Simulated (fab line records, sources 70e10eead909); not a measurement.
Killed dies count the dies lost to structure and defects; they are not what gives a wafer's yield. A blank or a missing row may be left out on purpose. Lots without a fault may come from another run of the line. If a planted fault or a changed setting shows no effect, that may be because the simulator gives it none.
Which tool is to blame? :: flow nandHarc :: 14 lots, 42 wafers sampled, at 4 steps of a route of 1159

## WHAT THE GAUGES READ, wafer by wafer
The record holds no reading of a measuring or inspecting step that can be judged against a usual standard deviation.

## TOOL THAT RAN EACH LOT (tool first, then ch and the chambers of the sampled wafers, then the start)
lot: L431
NHARC_P_M0_DEP_32: pecvd-03 ch 0,1,2, day 6 12:41
NHARC_P_M1_DEGAS_29: pvdSputter-03, day 6 15:08
NHARC_P_M2_DEP_00: pecvd-04 ch 0,2, day 6 17:18
NHARC_P_M2_DESCUM_14: rieDiel-09 ch 0,1,3, day 6 18:10

lot: L433
NHARC_P_M0_DEP_32: pecvd-03 ch 0,1, day 7 02:23
NHARC_P_M1_DEGAS_29: pvdSputter-02, day 7 04:48
NHARC_P_M2_DEP_00: pecvd-03 ch 0,1, day 7 07:03
NHARC_P_M2_DESCUM_14: rieDiel-13 ch 0,2,3, day 7 08:08

lot: L436
NHARC_P_M0_DEP_32: pecvd-04 ch 0,1,2, day 7 10:02
NHARC_P_M1_DEGAS_29: pvdSputter-03, day 7 12:32
NHARC_P_M2_DEP_00: pecvd-04 ch 0,1, day 7 15:44
NHARC_P_M2_DESCUM_14: rieDiel-13 ch 1,2,3, day 7 16:43

lot: L435
NHARC_P_M0_DEP_32: pecvd-04 ch 0,1,2, day 7 12:17
NHARC_P_M1_DEGAS_29: pvdSputter-03, day 7 15:16
NHARC_P_M2_DEP_00: pecvd-04 ch 0,1, day 7 17:26
NHARC_P_M2_DESCUM_14: rieDiel-13 ch 0,1,3, day 7 18:24

lot: L438
NHARC_P_M0_DEP_32: pecvd-04 ch 1,2, day 8 03:12
NHARC_P_M1_DEGAS_29: pvdSputter-02, day 8 05:30
NHARC_P_M2_DEP_00: pecvd-02 ch 0,1, day 8 07:44
NHARC_P_M2_DESCUM_14: rieDiel-13 ch 1,2,3, day 8 08:41

lot: L437
NHARC_P_M0_DEP_32: pecvd-03 ch 0,1,2, day 8 05:51
NHARC_P_M1_DEGAS_29: pvdSputter-01, day 8 08:14
NHARC_P_M2_DEP_00: pecvd-02 ch 0,1,2, day 8 10:20
NHARC_P_M2_DESCUM_14: rieDiel-13 ch 0,1,2, day 8 11:24

lot: L440
NHARC_P_M0_DEP_32: pecvd-02 ch 0,1, day 9 04:25
NHARC_P_M1_DEGAS_29: pvdSputter-02, day 9 06:46
NHARC_P_M2_DEP_00: pecvd-03 ch 0,1,2, day 9 08:55
NHARC_P_M2_DESCUM_14: rieDiel-13 ch 1,2, day 9 09:46

lot: L441
NHARC_P_M0_DEP_32: pecvd-02 ch 0,1,2, day 9 05:34
NHARC_P_M1_DEGAS_29: pvdSputter-02, day 9 07:54
NHARC_P_M2_DEP_00: pecvd-02 ch 0,1,2, day 9 09:59
NHARC_P_M2_DESCUM_14: rieDiel-09 ch 0,1,3, day 9 11:01

lot: L443
NHARC_P_M0_DEP_32: pecvd-02 ch 1,2, day 9 12:32
NHARC_P_M1_DEGAS_29: pvdSputter-02, day 9 15:01
NHARC_P_M2_DEP_00: pecvd-03 ch 0,1, day 9 17:13
NHARC_P_M2_DESCUM_14: rieDiel-13 ch 1,2, day 9 18:02

lot: L445
NHARC_P_M0_DEP_32: pecvd-03 ch 0,1,2, day 10 03:43
NHARC_P_M1_DEGAS_29: pvdSputter-03, day 10 06:02
NHARC_P_M2_DEP_00: pecvd-04 ch 0,2, day 10 08:26
NHARC_P_M2_DESCUM_14: rieDiel-13 ch 0,1,2, day 10 09:26

lot: L447
NHARC_P_M0_DEP_32: pecvd-02 ch 1,2, day 10 07:40
NHARC_P_M1_DEGAS_29: pvdSputter-01, day 10 10:14
NHARC_P_M2_DEP_00: pecvd-03 ch 1,2, day 10 12:22
NHARC_P_M2_DESCUM_14: rieDiel-13 ch 1,2,3, day 10 13:23

lot: L448
NHARC_P_M0_DEP_32: pecvd-02 ch 0,1,2, day 10 13:49
NHARC_P_M1_DEGAS_29: pvdSputter-03, day 10 16:16
NHARC_P_M2_DEP_00: pecvd-02 ch 0,1,2, day 10 18:25
NHARC_P_M2_DESCUM_14: rieDiel-13 ch 0,3, day 10 19:20

lot: L449
NHARC_P_M0_DEP_32: pecvd-02 ch 1,2, day 10 21:07
NHARC_P_M1_DEGAS_29: pvdSputter-03, day 10 23:35
NHARC_P_M2_DEP_00: pecvd-03 ch 1,2, day 11 02:03
NHARC_P_M2_DESCUM_14: rieDiel-10 ch 0,1,2, day 11 03:02

lot: L452
NHARC_P_M0_DEP_32: pecvd-04 ch 1,2, day 11 17:28
NHARC_P_M1_DEGAS_29: pvdSputter-02, day 11 19:51
NHARC_P_M2_DEP_00: pecvd-02 ch 0,1,2, day 11 21:59
NHARC_P_M2_DESCUM_14: rieDiel-13 ch 0,1,2, day 11 23:01
- NHARC_P_M0_DEP_32: deposits SiCN, target thk 30 nm.
- NHARC_P_M1_DEGAS_29: time 60 s.
- NHARC_P_M2_DEP_00: deposits SiOC, target thk 182.5 nm.
- NHARC_P_M2_DESCUM_14: chemistry O2, time 3 s.

## WHAT THE TOOLS THEMSELVES READ (means of the sampled wafers that have a number; where no wafer has one, the mark that the record gives instead)
NHARC_P_M0_DEP_32.
lot: L431
tool: pecvd-03
chamberPressureTorr (Torr): 3.004
heaterPowerOuterW (W): 283
heaterPowerW (W): 515

lot: L433
tool: pecvd-03
chamberPressureTorr (Torr): 2.993
heaterPowerOuterW (W): 368
heaterPowerW (W): 640

lot: L436
tool: pecvd-04
chamberPressureTorr (Torr): 3.001
heaterPowerOuterW (W): 309
heaterPowerW (W): 544

lot: L435
tool: pecvd-04
chamberPressureTorr (Torr): 3.000
heaterPowerOuterW (W): 297
heaterPowerW (W): 525

lot: L438
tool: pecvd-04
chamberPressureTorr (Torr): 3.004
heaterPowerOuterW (W): 287
heaterPowerW (W): 523

lot: L437
tool: pecvd-03
chamberPressureTorr (Torr): 2.999
heaterPowerOuterW (W): 319
heaterPowerW (W): 568

lot: L440
tool: pecvd-02
chamberPressureTorr (Torr): 2.995
heaterPowerOuterW (W): 377
heaterPowerW (W): 602

lot: L441
tool: pecvd-02
chamberPressureTorr (Torr): 2.999
heaterPowerOuterW (W): 357
heaterPowerW (W): 587

lot: L443
tool: pecvd-02
chamberPressureTorr (Torr): 2.997
heaterPowerOuterW (W): 426
heaterPowerW (W): 645

lot: L445
tool: pecvd-03
chamberPressureTorr (Torr): 2.996
heaterPowerOuterW (W): 298
heaterPowerW (W): 529

lot: L447
tool: pecvd-02
chamberPressureTorr (Torr): 3.000
heaterPowerOuterW (W): 402
heaterPowerW (W): 624

lot: L448
tool: pecvd-02
chamberPressureTorr (Torr): 2.999
heaterPowerOuterW (W): 375
heaterPowerW (W): 603

lot: L449
tool: pecvd-02
chamberPressureTorr (Torr): 3.000
heaterPowerOuterW (W): 429
heaterPowerW (W): 668

lot: L452
tool: pecvd-04
chamberPressureTorr (Torr): 3.005
heaterPowerOuterW (W): 310
heaterPowerW (W): 575

NHARC_P_M1_DEGAS_29.
lot: L431
tool: pvdSputter-03
heaterPowerW (W): 325

lot: L433
tool: pvdSputter-02
heaterPowerW (W): 325

lot: L436
tool: pvdSputter-03
heaterPowerW (W): 337

lot: L435
tool: pvdSputter-03
heaterPowerW (W): 326

lot: L438
tool: pvdSputter-02
heaterPowerW (W): 295

lot: L437
tool: pvdSputter-01
heaterPowerW (W): 374

lot: L440
tool: pvdSputter-02
heaterPowerW (W): 301

lot: L441
tool: pvdSputter-02
heaterPowerW (W): 325

lot: L443
tool: pvdSputter-02
heaterPowerW (W): 316

lot: L445
tool: pvdSputter-03
heaterPowerW (W): 352

lot: L447
tool: pvdSputter-01
heaterPowerW (W): 387

lot: L448
tool: pvdSputter-03
heaterPowerW (W): 312

lot: L449
tool: pvdSputter-03
heaterPowerW (W): 325

lot: L452
tool: pvdSputter-02
heaterPowerW (W): 326

NHARC_P_M2_DEP_00.
lot: L431
tool: pecvd-04
chamberPressureTorr (Torr): 4.994
rfFwdPowerW (W): 598.5

lot: L433
tool: pecvd-03
chamberPressureTorr (Torr): 5.002
rfFwdPowerW (W): 599.9

lot: L436
tool: pecvd-04
chamberPressureTorr (Torr): 4.997
rfFwdPowerW (W): 598.1

lot: L435
tool: pecvd-04
chamberPressureTorr (Torr): 4.995
rfFwdPowerW (W): 599.2

lot: L438
tool: pecvd-02
chamberPressureTorr (Torr): 4.990
rfFwdPowerW (W): 597.2

lot: L437
tool: pecvd-02
chamberPressureTorr (Torr): 5.005
rfFwdPowerW (W): 598.6

lot: L440
tool: pecvd-03
chamberPressureTorr (Torr): 4.993
rfFwdPowerW (W): 598.9

lot: L441
tool: pecvd-02
chamberPressureTorr (Torr): 4.999
rfFwdPowerW (W): 600.5

lot: L443
tool: pecvd-03
chamberPressureTorr (Torr): 5.007
rfFwdPowerW (W): 597.6

lot: L445
tool: pecvd-04
chamberPressureTorr (Torr): 4.993
rfFwdPowerW (W): 599.6

lot: L447
tool: pecvd-03
chamberPressureTorr (Torr): 5.009
rfFwdPowerW (W): 599.6

lot: L448
tool: pecvd-02
chamberPressureTorr (Torr): -
rfFwdPowerW (W): -

lot: L449
tool: pecvd-03
chamberPressureTorr (Torr): -
rfFwdPowerW (W): -

lot: L452
tool: pecvd-02
chamberPressureTorr (Torr): 4.996
rfFwdPowerW (W): 599.2

NHARC_P_M2_DESCUM_14.
lot: L431
tool: rieDiel-09
drypumpMotorCurrentA (A): 5.7
oesProductAu (a.u.): 1.004
rfVppV (V): 58.1
showerheadPlenumPTorr (Torr): 1.97
throttleValvePct (%): 11.315

lot: L433
tool: rieDiel-13
drypumpMotorCurrentA (A): 5.6
oesProductAu (a.u.): 1.006
rfVppV (V): 57.9
showerheadPlenumPTorr (Torr): 1.98
throttleValvePct (%): 11.304

lot: L436
tool: rieDiel-13
drypumpMotorCurrentA (A): 5.8
oesProductAu (a.u.): 1.004
rfVppV (V): 58.0
showerheadPlenumPTorr (Torr): 2.00
throttleValvePct (%): 11.307

lot: L435
tool: rieDiel-13
drypumpMotorCurrentA (A): 5.8
oesProductAu (a.u.): 1.007
rfVppV (V): 57.7
showerheadPlenumPTorr (Torr): 1.99
throttleValvePct (%): 11.315

lot: L438
tool: rieDiel-13
drypumpMotorCurrentA (A): 5.8
oesProductAu (a.u.): 1.009
rfVppV (V): 57.3
showerheadPlenumPTorr (Torr): 2.00
throttleValvePct (%): 11.310

lot: L437
tool: rieDiel-13
drypumpMotorCurrentA (A): 5.8
oesProductAu (a.u.): 1.012
rfVppV (V): 57.8
showerheadPlenumPTorr (Torr): 1.96
throttleValvePct (%): 11.315

lot: L440
tool: rieDiel-13
drypumpMotorCurrentA (A): 5.7
oesProductAu (a.u.): 1.020
rfVppV (V): 57.2
showerheadPlenumPTorr (Torr): 1.97
throttleValvePct (%): 11.313

lot: L441
tool: rieDiel-09
drypumpMotorCurrentA (A): 5.7
oesProductAu (a.u.): 1.010
rfVppV (V): 57.9
showerheadPlenumPTorr (Torr): 1.97
throttleValvePct (%): 11.314

lot: L443
tool: rieDiel-13
drypumpMotorCurrentA (A): 5.7
oesProductAu (a.u.): 1.012
rfVppV (V): 58.1
showerheadPlenumPTorr (Torr): 1.97
throttleValvePct (%): 11.317

lot: L445
tool: rieDiel-13
drypumpMotorCurrentA (A): 5.8
oesProductAu (a.u.): 1.015
rfVppV (V): 57.6
showerheadPlenumPTorr (Torr): 1.96
throttleValvePct (%): 11.312

lot: L447
tool: rieDiel-13
drypumpMotorCurrentA (A): 5.8
oesProductAu (a.u.): 1.011
rfVppV (V): 58.3
showerheadPlenumPTorr (Torr): 2.00
throttleValvePct (%): 11.309

lot: L448
tool: rieDiel-13
drypumpMotorCurrentA (A): 5.6
oesProductAu (a.u.): 1.008
rfVppV (V): 58.8
showerheadPlenumPTorr (Torr): 2.01
throttleValvePct (%): 11.309

lot: L449
tool: rieDiel-10
drypumpMotorCurrentA (A): 6.1
oesProductAu (a.u.): 0.999
rfVppV (V): 59.2
showerheadPlenumPTorr (Torr): 1.96
throttleValvePct (%): 11.306

lot: L452
tool: rieDiel-13
drypumpMotorCurrentA (A): 5.8
oesProductAu (a.u.): 1.005
rfVppV (V): 57.3
showerheadPlenumPTorr (Torr): 1.96
throttleValvePct (%): 11.311

## THE ANSWER, worked out from the rows above alone
Rule: the lots themselves supply what counts as usual. Put in order of their means at a reading, lots are off if they are a third of the lots or fewer, leave a main group of 4 or more, and stand apart from it by a gap of 3 or more times the standard deviation of the main group's means; of several such gaps the widest counts. The tables above print the reading to a certain number of digits; a main group whose means all agree to those digits is not used. Also off: a lot with no number at a reading for which 4 or more lots have one. All remaining lots with rows at the step are treated as sound. After the gauges, taken in route order, come the tools' own readings; for these a lot's mean is taken, as printed above. At the first step where some lot is off, the reading lying furthest off is the one used; lots without a number count as furthest.
Off, at NHARC_P_M2_DEP_00 on chamberPressureTorr: L448, L449. Without a number there: L448, L449. The main group: mean 4.998 Torr, standard deviation 0.0058.
If a tool, at that step or one of the process steps before it, ran each lot that is off and ran no sound lot following the first of them, it fits. Can't be told from this: 2 tools fit, pecvd-02 at NHARC_P_M0_DEP_32, pvdSputter-03 at NHARC_P_M1_DEGAS_29.

## WHAT HAD BEEN PUT IN BY THE SIMULATOR
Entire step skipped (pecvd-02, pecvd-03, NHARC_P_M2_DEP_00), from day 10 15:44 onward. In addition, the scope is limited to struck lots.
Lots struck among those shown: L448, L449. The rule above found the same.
